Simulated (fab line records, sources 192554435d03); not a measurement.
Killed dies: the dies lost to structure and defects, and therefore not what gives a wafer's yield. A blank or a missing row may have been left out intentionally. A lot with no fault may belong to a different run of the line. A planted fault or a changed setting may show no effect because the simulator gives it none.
fab line records    flow n5_finfet
record lots=10  wafers=28  last_day=17
route steps=1938 shown FIN_SAQP@95 FIN_CUT@165 PASSIVATION@1936
lots untouched by any fault: they come from a run of this same line in which no faults occurred
start_h: hours from the record's first day to the start of the lot's first wafer shown    wait_h: how many hours have passed since the lot's step before this one    " repeats the value in the row above    L1.1+2: several wafers, shown together as one row    - no value, or no start given    * or withheld: withheld    < > ~ a bound
route shown NAME@n: names a module that has steps shown in the file, with the first one's number in the route    usual: mean/standard deviation of fault-free wafers    same: alike in all rows    chamber/n: place in a boat    sites: readings site by site    _std_site: their standard deviation    _edge_site: outer sites' mean less inner sites'    radius_mm: how far each site lies from the wafer's centre    mask NAME#n: copy n    behind: the tool/chamber that last shaped the wafer    hold: what put the lot on hold/how long, in hours/how the hold closed    device: the transistor (n, p or np) that didn't switch    end of line: tests run on the same wafers once the route is complete    for a step that has no rows: nothing shown but its recipe    killed: count of dies lost to structure and defects at first sort (not the wafer's yield)    map: a wafer's dies, marking killed ones x, the rest . and places with no die _
set.NAME: the run value of the setting; set.NAME@STEP: its run value at that earlier step    model.NAME: the simulator's own value behind a step, which no gauge read
steps of the route over a sample of lots; a table a step, a row a wafer
services: from which hour (start_h, from the record's first day; less than 0 if before it) a tool's chamber was out of use, for how many hours, and why
## steps
# step N5_FIN_SAQP_DENSIFY_62
# recipe temp_c=700  time_s=60  ambient=N2  idle_temp_c=600  ramp_up_c_per_s=150  ramp_down_c_per_s=60  cool_to_c=600
# usual lamp_power_pct=9.85/0.058  lamp_zone_2_pct=9.847/0.011  lamp_zone_5_pct=9.847/0.012  wafer_temp_C_max=703.2/0.7
# same time_s=60
lot.wafer  tool           chamber  start_h  wait_h  lamp_power_pct  lamp_zone_2_pct  lamp_zone_5_pct  wafer_temp_C_max
L122.3     rtp_anneal-02  0        22.47    0.2     9.86            9.850            9.841            703.7
L122.4     "              0        "        "       9.84            9.858            9.852            703.5
L122.5     "              0        "        "       9.78            9.853            9.845            702.8
L127.2     rtp_anneal-01  0        52.04    0.1     9.86            9.847            9.861            703.1
L127.3     "              0        "        "       9.82            9.815            9.831            703.2
L127.4     "              0        "        "       9.84            9.855            9.839            703.5
L129.5     rtp_anneal-02  0        63.70    0.2     9.92            9.851            9.847            702.5
L129.6     "              0        "        "       9.88            9.856            9.843            703.8
L130.1     rtp_anneal-02  0        70.00    0.3     9.90            9.848            9.836            702.9
L130.6     "              0        "        "       9.85            9.839            9.850            703.4
L136.1     rtp_anneal-01  0        104.95   0.1     9.83            9.849            9.846            702.7
L136.3     "              0        "        "       9.86            9.841            9.871            703.2
L136.4     "              0        "        "       9.87            9.857            9.854            702.5
L137.4     rtp_anneal-01  0        110.61   0.2     9.83            9.844            9.844            703.9
L137.5     "              0        "        "       9.85            9.841            9.822            703.8
L137.6     "              0        "        "       9.80            9.845            9.850            702.9
L138.1     rtp_anneal-01  0        117.48   0.1     9.94            9.846            9.849            703.4
L138.2     "              0        "        "       9.65            9.822            9.858            702.4
L138.3     "              0        "        "       9.95            9.853            9.854            703.4
L139.1     rtp_anneal-02  0        123.03   0.2     9.84            9.859            9.859            703.9
L139.3     "              0        "        "       9.93            9.836            9.846            703.1
L139.6     "              0        "        "       9.79            9.853            9.844            703.1
L141.1     rtp_anneal-02  0        137.55   0.1     9.87            9.854            9.856            704.0
L141.4     "              0        "        "       9.81            9.840            9.813            703.1
L141.6     "              0        "        "       9.85            9.852            9.831            703.4
L145.2     rtp_anneal-02  0        159.31   0.2     9.85            9.843            9.855            703.6
L145.3     "              0        "        "       9.89            9.851            9.851            702.6
L145.5     "              0        "        "       9.95            9.837            9.852            704.4
# step N5_FIN_SAQP_PECVD_06
# recipe material=a-Si  target_thk_a=600  temp_c=400  precursor=SiH4/He  pressure_torr=3  rf_w=100  time_s=48.1
# usual heater_power_outer_w=507/68  heater_power_w=837/82  showerhead_plenum_p_Torr=5.65/0.058  throttle_valve_pct=18.2/0.97
# same time_s=48.1
lot.wafer  tool      chamber  start_h  wait_h  heater_power_outer_w  heater_power_w  showerhead_plenum_p_Torr  throttle_valve_pct
L122.3     pecvd-03  0        22.95    0.0     406                   712             5.70                      18.5
L122.4     "         1        "        "       521                   799             5.74                      18.6
L122.5     "         2        "        "       497                   855             5.65                      17.0
L127.2     pecvd-03  0        52.45    0.0     456                   760             5.70                      18.6
L127.3     "         2        "        "       569                   963             5.67                      17.1
L127.4     "         0        "        "       451                   780             5.72                      18.7
L129.5     pecvd-03  1        64.03    0.0     569                   870             5.75                      18.4
L129.6     "         0        "        "       389                   691             5.70                      18.6
L130.1     pecvd-03  2        70.44    0.0     473                   835             5.66                      17.3
L130.6     "         2        "        "       483                   844             5.67                      17.1
L136.1     pecvd-03  2        105.37   0.0     543                   906             5.66                      17.0
L136.3     "         1        "        "       525                   802             5.75                      18.7
L136.4     "         0        "        "       381                   683             5.71                      18.8
L137.4     pecvd-01  1        110.96   0.0     452                   833             5.55                      19.9
L137.5     "         0        "        "       595                   900             5.63                      17.0
L137.6     "         2        "        "       598                   1016            5.61                      18.5
L138.1     pecvd-03  2        117.90   0.0     494                   856             5.65                      17.3
L138.2     "         0        "        "       456                   789             5.71                      18.9
L138.3     "         1        "        "       503                   782             5.75                      18.4
L139.1     pecvd-01  2        123.46   0.0     582                   1001            5.59                      18.8
L139.3     "         1        "        "       449                   779             5.57                      19.6
L139.6     "         1        "        "       434                   785             5.56                      19.4
L141.1     pecvd-03  2        137.97   0.0     521                   890             5.66                      17.2
L141.4     "         2        "        "       509                   869             5.67                      17.1
L141.6     "         0        "        "       476                   822             5.70                      18.8
L145.2     pecvd-02  2        159.73   0.0     490                   783             5.66                      15.9
L145.3     "         0        "        "       539                   839             5.62                      17.9
L145.5     "         1        "        "       418                   714             5.70                      18.8
# step N5_FIN_SAQP_HM_DEP_72
# recipe material=SiO2  target_thk_a=120  temp_c=400  precursor=SiH4/N2O  pressure_torr=0.75  rf_w=275  time_s=7.2
# usual heater_power_outer_w=455/61  heater_power_w=760/77  showerhead_plenum_p_Torr=8.11/0.14
# same time_s=7.2
lot.wafer  tool      chamber  start_h  wait_h  heater_power_outer_w  heater_power_w  showerhead_plenum_p_Torr
L122.3     pecvd-01  2        23.08    0.0     546                   932             7.99
L122.4     "         0        "        "       501                   762             8.07
L122.5     "         1        "        "       375                   743             7.86
L127.2     pecvd-02  2        52.57    0.0     467                   770             8.12
L127.3     "         0        "        "       424                   705             8.04
L127.4     "         2        "        "       463                   754             8.13
L129.5     pecvd-03  1        64.15    0.1     542                   844             8.35
L129.6     "         2        "        "       536                   919             8.12
L130.1     pecvd-02  0        70.56    0.0     434                   709             8.06
L130.6     "         0        "        "       424                   693             8.06
L136.1     pecvd-01  0        105.51   0.0     495                   751             8.08
L136.3     "         2        "        "       571                   971             7.97
L136.4     "         1        "        "       379                   706             7.85
L137.4     pecvd-02  0        111.09   0.1     467                   760             8.06
L137.5     "         1        "        "       384                   667             8.27
L137.6     "         2        "        "       479                   734             8.12
L138.1     pecvd-02  2        118.03   0.0     437                   694             8.12
L138.2     "         1        "        "       356                   658             8.29
L138.3     "         0        "        "       467                   743             8.06
L139.1     pecvd-01  1        123.58   0.0     380                   720             7.86
L139.3     "         0        "        "       507                   792             8.08
L139.6     "         1        "        "       387                   728             7.85
L141.1     pecvd-02  1        138.11   0.0     380                   681             8.28
L141.4     "         0        "        "       434                   710             8.06
L141.6     "         1        "        "       384                   662             8.26
L145.2     pecvd-03  2        159.86   0.0     497                   839             8.12
L145.3     "         0        "        "       440                   755             8.25
L145.5     "         0        "        "       444                   761             8.23
# step N5_FIN_SAQP_INSPECT_18
# recipe mode=adi  inspect_instrument=brightfield
# usual raw_defect_count=474/130
lot.wafer  tool               chamber  start_h  wait_h  raw_defect_count
L122.3     defect_inspect-01  -        23.59    0.0     562
L122.4     "                  -        "        "       675
L122.5     "                  -        "        "       502
L127.2     defect_inspect-01  -        53.08    0.0     410
L127.3     "                  -        "        "       391
L127.4     "                  -        "        "       265
L129.5     defect_inspect-01  -        64.51    0.0     382
L129.6     "                  -        "        "       269
L130.1     defect_inspect-01  -        71.07    0.0     349
L130.6     "                  -        "        "       412
L136.1     defect_inspect-02  -        105.89   0.0     668
L136.3     "                  -        "        "       520
L136.4     "                  -        "        "       345
L137.4     defect_inspect-01  -        111.58   0.0     348
L137.5     "                  -        "        "       518
L137.6     "                  -        "        "       748
L138.1     defect_inspect-01  -        118.54   0.0     861
L138.2     "                  -        "        "       885
L138.3     "                  -        "        "       738
L139.1     defect_inspect-01  -        124.09   0.0     413
L139.3     "                  -        "        "       472
L139.6     "                  -        "        "       563
L141.1     defect_inspect-01  -        138.50   0.0     847
L141.4     "                  -        "        "       769
L141.6     "                  -        "        "       969
L145.2     defect_inspect-01  -        160.37   0.0     488
L145.3     "                  -        "        "       575
L145.5     "                  -        "        "       829
# step N5_FIN_SAQP_ETCH_52
# recipe chemistry=N2/H2  target=SOC  target_depth_a=1000  overetch_a=200  mask_material=SiARC  temp_c=40  time_s=150  ion_energy_ev=200  pressure_mtorr=30  source_w=840  bias_w=150  n2_flow_sccm=200  h2_flow_sccm=200  ends=end_point
# usual drypump_motor_current_A=5.7/0.41  oes_product_au=0.72/0.084  rf_vpp_V=524.7/2.1  showerhead_plenum_p_Torr=2.57/0.071  temp_c=40.00/0.11  throttle_valve_pct=17.82/0.21
lot.wafer  tool         chamber  start_h  wait_h  drypump_motor_current_A  oes_product_au  rf_hours_counter_h  rf_vpp_V  showerhead_plenum_p_Torr  temp_c  throttle_valve_pct
L122.3     rie_diel-06  1        23.73    0.0     6.1                      0.67            158                 521.2     2.43                      39.86   17.88
L122.4     "            3        "        "       5.1                      0.64            -                   525.1     2.61                      40.09   17.91
L122.5     "            1        "        "       6.1                      0.67            -                   520.2     2.43                      39.93   17.87
L127.2     rie_diel-01  2        53.21    0.0     4.9                      0.61            240                 524.9     2.62                      39.96   17.96
L127.3     "            3        "        "       5.6                      0.64            171                 526.9     2.64                      40.25   17.95
L127.4     "            0        "        "       5.4                      0.84            16                  526.2     2.58                      40.05   17.51
L129.5     rie_diel-01  3        64.68    0.0     5.6                      0.64            -                   526.9     2.63                      39.85   17.94
L129.6     "            0        "        "       5.4                      0.83            -                   525.3     2.58                      40.05   17.50
L130.1     rie_diel-01  3        71.20    0.0     5.6                      0.66            178                 526.9     2.63                      40.13   17.94
L130.6     "            2        "        "       4.9                      0.61            -                   526.0     2.61                      39.99   17.95
L136.1     rie_diel-05  3        106.02   0.0     6.3                      0.63            216                 526.0     2.64                      39.85   18.05
L136.3     "            1        "        "       5.9                      0.86            8                   522.7     2.48                      40.01   17.80
L136.4     "            2        "        "       5.8                      0.83            19                  522.2     2.49                      40.14   17.80
L137.4     rie_diel-06  2        112.30   0.0     5.3                      0.79            34                  529.3     2.70                      39.81   17.62
L137.5     "            0        "        "       5.3                      0.68            -                   524.3     2.56                      39.78   18.11
L137.6     "            3        "        "       5.1                      0.63            -                   527.3     2.60                      40.02   17.95
L138.1     rie_diel-06  2        118.66   0.0     5.3                      0.79            36                  528.4     2.70                      40.08   17.61
L138.2     "            0        "        "       5.3                      0.68            147                 524.8     2.56                      40.06   18.11
L138.3     "            1        "        "       6.2                      0.65            194                 520.6     2.41                      40.21   17.92
L139.1     rie_diel-06  1        124.22   0.0     6.2                      0.65            196                 519.2     2.41                      39.82   17.92
L139.3     "            3        "        "       5.1                      0.63            243                 526.7     2.60                      40.13   17.98
L139.6     "            1        "        "       6.2                      0.65            -                   519.8     2.41                      39.95   17.93
L141.1     rie_diel-01  2        139.43   0.0     4.9                      0.86            11                  525.6     2.61                      40.15   17.59
L141.4     "            0        "        "       5.4                      0.79            48                  525.2     2.57                      40.14   17.56
L141.6     "            0        "        "       5.4                      0.78            -                   524.9     2.57                      40.26   17.55
L145.2     rie_diel-05  1        160.50   0.0     5.9                      0.81            30                  522.5     2.47                      40.14   17.82
L145.3     "            3        "        "       6.3                      0.61            239                 526.2     2.63                      40.14   18.08
L145.5     "            0        "        "       5.8                      0.71            -                   523.4     2.59                      39.97   17.59
# step N5_FIN_SAQP_INSPECT_40
# recipe inspect_instrument=brightfield  mode=aei
# usual raw_defect_count=242/66
lot.wafer  tool               chamber  start_h  wait_h  raw_defect_count
L122.3     defect_inspect-01  -        28.26    0.0     249
L122.4     "                  -        "        "       324
L122.5     "                  -        "        "       225
L127.2     defect_inspect-02  -        57.49    0.0     231
L127.3     "                  -        "        "       178
L127.4     "                  -        "        "       249
L129.5     defect_inspect-01  -        70.94    0.0     375
L129.6     "                  -        "        "       272
L130.1     defect_inspect-02  -        75.57    0.0     312
L130.6     "                  -        "        "       261
L136.1     defect_inspect-01  -        110.25   0.0     240
L136.3     "                  -        "        "       239
L136.4     "                  -        "        "       169
L137.4     defect_inspect-01  -        116.79   0.0     228
L137.5     "                  -        "        "       212
L137.6     "                  -        "        "       213
L138.1     defect_inspect-01  -        122.83   0.0     670
L138.2     "                  -        "        "       659
L138.3     "                  -        "        "       564
L139.1     defect_inspect-01  -        128.58   0.0     240
L139.3     "                  -        "        "       185
L139.6     "                  -        "        "       160
L141.1     defect_inspect-01  -        144.43   0.1     601
L141.4     "                  -        "        "       568
L141.6     "                  -        "        "       642
L145.2     defect_inspect-01  -        164.56   0.0     237
L145.3     "                  -        "        "       204
L145.5     "                  -        "        "       326
# step N5_FIN_CUT_INSPECT_10
# recipe mode=adi  inspect_instrument=brightfield
# usual raw_defect_count=45/12
lot.wafer  tool               chamber  start_h  wait_h  raw_defect_count
L122.3     defect_inspect-01  -        28.65    0.0     47
L122.4     "                  -        "        "       59
L122.5     "                  -        "        "       53
L127.2     defect_inspect-01  -        57.88    0.0     50
L127.3     "                  -        "        "       35
L127.4     "                  -        "        "       40
L129.5     defect_inspect-02  -        71.33    0.0     71
L129.6     "                  -        "        "       43
L130.1     defect_inspect-01  -        76.10    0.1     57
L130.6     "                  -        "        "       47
L136.1     defect_inspect-01  -        110.77   0.1     47
L136.3     "                  -        "        "       35
L136.4     "                  -        "        "       40
L137.4     defect_inspect-01  -        117.31   0.0     36
L137.5     "                  -        "        "       38
L137.6     "                  -        "        "       34
L138.1     defect_inspect-02  -        123.23   0.1     465
L138.2     "                  -        "        "       420
L138.3     "                  -        "        "       442
L139.1     defect_inspect-01  -        129.10   0.1     41
L139.3     "                  -        "        "       31
L139.6     "                  -        "        "       34
L141.1     defect_inspect-01  -        144.95   0.1     436
L141.4     "                  -        "        "       419
L141.6     "                  -        "        "       427
L145.2     defect_inspect-02  -        164.95   0.0     32
L145.3     "                  -        "        "       34
L145.5     "                  -        "        "       59
# step N5_FIN_CUT_INSPECT_17
# recipe inspect_instrument=brightfield  mode=aei
# usual raw_defect_count=248/65
lot.wafer  tool               chamber  start_h  wait_h  raw_defect_count
L122.3     defect_inspect-01  -        29.60    0.0     259
L122.4     "                  -        "        "       324
L122.5     "                  -        "        "       207
L127.2     defect_inspect-02  -        59.03    0.0     245
L127.3     "                  -        "        "       174
L127.4     "                  -        "        "       253
L129.5     defect_inspect-02  -        72.52    0.0     391
L129.6     "                  -        "        "       274
L130.1     defect_inspect-01  -        77.50    0.0     296
L130.6     "                  -        "        "       266
L136.1     defect_inspect-01  -        111.71   0.0     230
L136.3     "                  -        "        "       249
L136.4     "                  -        "        "       168
L137.4     defect_inspect-01  -        118.26   0.0     244
L137.5     "                  -        "        "       229
L137.6     "                  -        "        "       231
L138.1     defect_inspect-02  -        124.41   0.0     715
L138.2     "                  -        "        "       694
L138.3     "                  -        "        "       595
L139.1     defect_inspect-01  -        130.05   0.0     270
L139.3     "                  -        "        "       178
L139.6     "                  -        "        "       183
L141.1     defect_inspect-01  -        145.90   0.0     602
L141.4     "                  -        "        "       562
L141.6     "                  -        "        "       649
L145.2     defect_inspect-01  -        166.48   0.0     245
L145.3     "                  -        "        "       200
L145.5     "                  -        "        "       304
# step N5_PASSIVATION_PROBE_49
# usual killed_at_M0_to_M3=31/11  killed_at_M4_up=14/5.1  killed_at_contacts=12/5.6  killed_at_front_end=42/12  killed_at_other=3.8/2.9  killed_dies=103/18  killed_open=67/14  killed_short=33/8
# same gross_dies=1180  killed_at_back_side=0
lot.wafer  tool       chamber  start_h  wait_h  killed_at_M0_to_M3  killed_at_M4_up  killed_at_contacts  killed_at_front_end  killed_at_other  killed_dies  killed_open  killed_short
L127.2     prober-02  -        315.87   0.1     17                  27               25                  33                   0                102          62           40
L127.3     prober-02  -        315.92   0.1     19                  15               10                  32                   0                76           59           17
L130.1     prober-01  -        326.26   0.0     34                  20               15                  34                   7                110          65           42
L130.6     prober-01  -        326.51   0.3     29                  13               10                  44                   1                97           64           33
L129.5     prober-01  -        339.62   0.2     17                  12               9                   36                   6                80           49           31
L129.6     prober-01  -        339.67   0.3     22                  16               8                   45                   3                94           64           29
L138.1     prober-02  -        384.22   0.0     45                  5                12                  183                  2                247          92           35
L138.2     prober-02  -        384.27   0.1     38                  9                9                   131                  3                190          66           38
L138.3     prober-02  -        384.32   0.1     50                  6                7                   109                  4                176          73           29
L141.1     prober-02  -        385.89   0.0     24                  7                8                   133                  5                177          37           29
L141.4     prober-02  -        386.04   0.2     15                  14               5                   141                  7                182          52           24
L141.6     prober-02  -        386.14   0.3     12                  21               9                   110                  4                156          47           19
# killed by level:class
L127.2 MOL_CONTACT_COAG:geometric_particle:open=21 BEOL_M4:geometric_particle:short=14 STI_FIN_REVEAL:geometric_particle:open=10 GATE_CUT:geometric_particle:short=5 BEOL_M0_SAQP:geometric_particle:short=5 BEOL_M4:geometric_particle:open=5 ILD0:geometric_particle:open=4 ILD0:geometric_particle:short=4
L127.3 MOL_CONTACT_COAG:geometric_particle:open=10 FIN_SAQP:geometric_particle:open=8 BEOL_M0_SAQP:geometric_particle:open=7 BEOL_M4:geometric_particle:open=6 STI_FIN_REVEAL:geometric_particle:open=5 DUMMY_GATE:geometric_particle:open=5 FIN_SAQP:geometric_particle:short=3 GATE_CUT:geometric_particle:short=3
L130.1 MOL_CONTACT_COAG:geometric_particle:open=14 BEOL_M0_SAQP:geometric_particle:short=14 BEOL_M3:geometric_particle:open=7 BEOL_M0_SAQP:geometric_particle:open=6 FIN_SAQP:geometric_particle:short=5 FIN_SAQP:geometric_particle:open=5 STI_FIN_REVEAL:geometric_particle:open=5 BEOL_M5:geometric_particle:open=5
L130.6 STI_FIN_REVEAL:geometric_particle:open=10 MOL_CONTACT_COAG:geometric_particle:open=8 BEOL_M4:geometric_particle:open=8 BEOL_M0_SAQP:geometric_particle:open=7 FIN_SAQP:geometric_particle:open=6 FIN_SAQP:geometric_particle:short=6 GATE_CUT:geometric_particle:short=6 BEOL_M0_SAQP:geometric_particle:short=6
L129.5 FIN_SAQP:geometric_particle:short=11 DUMMY_GATE:geometric_particle:open=9 MOL_CONTACT_COAG:geometric_particle:open=6 BEOL_M5:geometric_particle:open=6 STI_FIN_REVEAL:geometric_particle:open=4 BEOL_M0_SAQP:geometric_particle:open=4 STARTING-WAFER:geometric_particle:open=4 MOL_CONTACT_COAG:geometric_particle:short=3
L129.6 FIN_SAQP:geometric_particle:open=15 FIN_SAQP:geometric_particle:short=13 BEOL_M1:geometric_particle:open=11 MOL_CONTACT_COAG:geometric_particle:open=8 BEOL_M4:geometric_particle:open=8 GATE_CUT:geometric_particle:open=6 GATE_CUT:geometric_particle:short=5 BEOL_M3:geometric_particle:open=3
L138.1 FIN_SAQP:unspecified=110 STI_FIN_REVEAL:geometric_particle:open=28 BEOL_M3:geometric_particle:open=13 BEOL_M2:geometric_particle:open=11 FIN_SAQP:geometric_particle:short=10 MOL_CONTACT_COAG:geometric_particle:open=10 HKMG_FIN:area_etch=9 BEOL_M1:geometric_particle:open=8
L138.2 FIN_SAQP:unspecified=85 FIN_SAQP:geometric_particle:open=15 FIN_SAQP:geometric_particle:short=13 BEOL_M0_SAQP:geometric_particle:open=9 BEOL_M3:geometric_particle:open=8 MOL_CONTACT_COAG:geometric_particle:open=8 BEOL_M0_SAQP:geometric_particle:short=7 BEOL_M1:geometric_particle:open=7
L138.3 FIN_SAQP:unspecified=64 FIN_SAQP:geometric_particle:open=13 BEOL_M3:geometric_particle:open=13 BEOL_M0_SAQP:geometric_particle:short=11 BEOL_M0_SAQP:geometric_particle:open=10 BEOL_M1:geometric_particle:open=8 MOL_CONTACT_COAG:geometric_particle:open=6 HKMG_FIN:area_etch=6
L141.1 FIN_SAQP:unspecified=109 MOL_CONTACT_COAG:geometric_particle:open=8 BEOL_M0_SAQP:geometric_particle:short=7 BEOL_M0_SAQP:geometric_particle:open=6 FIN_SAQP:geometric_particle:short=4 STI_FIN_REVEAL:geometric_particle:open=4 BEOL_M4:geometric_particle:open=4 ILD0:geometric_particle:short=3
L141.4 FIN_SAQP:unspecified=106 STI_FIN_REVEAL:geometric_particle:open=12 FIN_SAQP:geometric_particle:short=9 BEOL_M0_SAQP:geometric_particle:open=7 MOL_CONTACT_COAG:geometric_particle:open=5 DUMMY_GATE:geometric_particle:open=4 BEOL_M4:geometric_particle:open=4 BEOL_M4:geometric_particle:short=4
L141.6 FIN_SAQP:unspecified=86 BEOL_M4:geometric_particle:open=14 MOL_CONTACT_COAG:geometric_particle:open=7 HKMG_FIN:area_etch=4 STI_FIN_REVEAL:geometric_particle:open=3 STARTING-WAFER:geometric_particle:open=3 BEOL_M0_SAQP:geometric_particle:open=3 BEOL_M0:geometric_particle:open=3
## services
tool         chamber  start_h  hours  kind
rie_diel-05  -        -0.70    0.2    repair
rie_diel-06  -        1.72     0.6    repair
rie_diel-01  -        11.46    14.6   pm
pecvd-02     1        13.66    2.1    scheduled_down
pecvd-02     2        21.12    -      clean
pecvd-02     2        21.12    -      consumable_replace:showerhead
pecvd-02     2        21.12    29.0   scheduled_down
pecvd-02     2        21.12    29.0   vent_cycle
pecvd-03     0        27.95    2.1    scheduled_down
rie_diel-06  0        33.54    14.8   repair
pecvd-03     1        35.84    5.5    scheduled_down
pecvd-02     -        40.01    0.6    repair
rie_diel-06  3        44.54    8.9    repair
pecvd-01     2        81.98    10.8   repair
rie_diel-05  1        89.71    3.3    repair
pecvd-02     -        92.09    3.4    repair
pecvd-02     0        95.73    5.0    scheduled_down
rie_diel-06  3        100.54   10.5   repair
pecvd-03     1        110.42   2.1    scheduled_down
pecvd-03     -        122.25   2.5    repair
rie_diel-06  -        125.58   28.1   pm
rie_diel-01  2        128.72   2.3    repair
pecvd-01     -        132.82   0.8    repair
pecvd-03     -        133.85   2.2    repair
## key
first_sign step=N5_FIN_SAQP_INSPECT_18  reading=raw_defect_count  direction=up  sigmas=2.9  usual=474  struck=845
effect step=N5_FIN_SAQP_INSPECT_40  reading=raw_defect_count  direction=up  sigmas=5.6  usual=242  struck=617
effect step=N5_FIN_CUT_INSPECT_10  reading=raw_defect_count  direction=up  sigmas=34  usual=45  struck=435
effect step=N5_FIN_CUT_INSPECT_17  reading=raw_defect_count  direction=up  sigmas=6  usual=248  struck=636
effect step=N5_PASSIVATION_PROBE_49  reading=killed_at_front_end  direction=up  sigmas=7.5  usual=42  struck=134
more_kills_born_at N5_FIN_SAQP_PECVD_06@pecvd-03=559
met_at N5_FIN_SAQP_PECVD_06
struck_lots L138,L141
tester_left_out L138,L141
not_acting_at N5_FIN_SAQP_DENSIFY_62,N5_FIN_SAQP_HM_DEP_72,N5_FIN_SAQP_ETCH_52
onset_between 105.37 117.90
fault kind=chamber_particle_source  tool=pecvd-03  chamber=-  onset_h=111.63  steps=N5_FIN_SAQP_PECVD_06  rate_per_visit_cm2=0.59946  end_h=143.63
# tester_left_out: of these lots the tester's yield and bins aren't shown, on N5 and GAA mostly nor the transistor test; their killed dies are dies lost to structure and defects alone, not to doping, threshold or leakage, so they don't give the yield
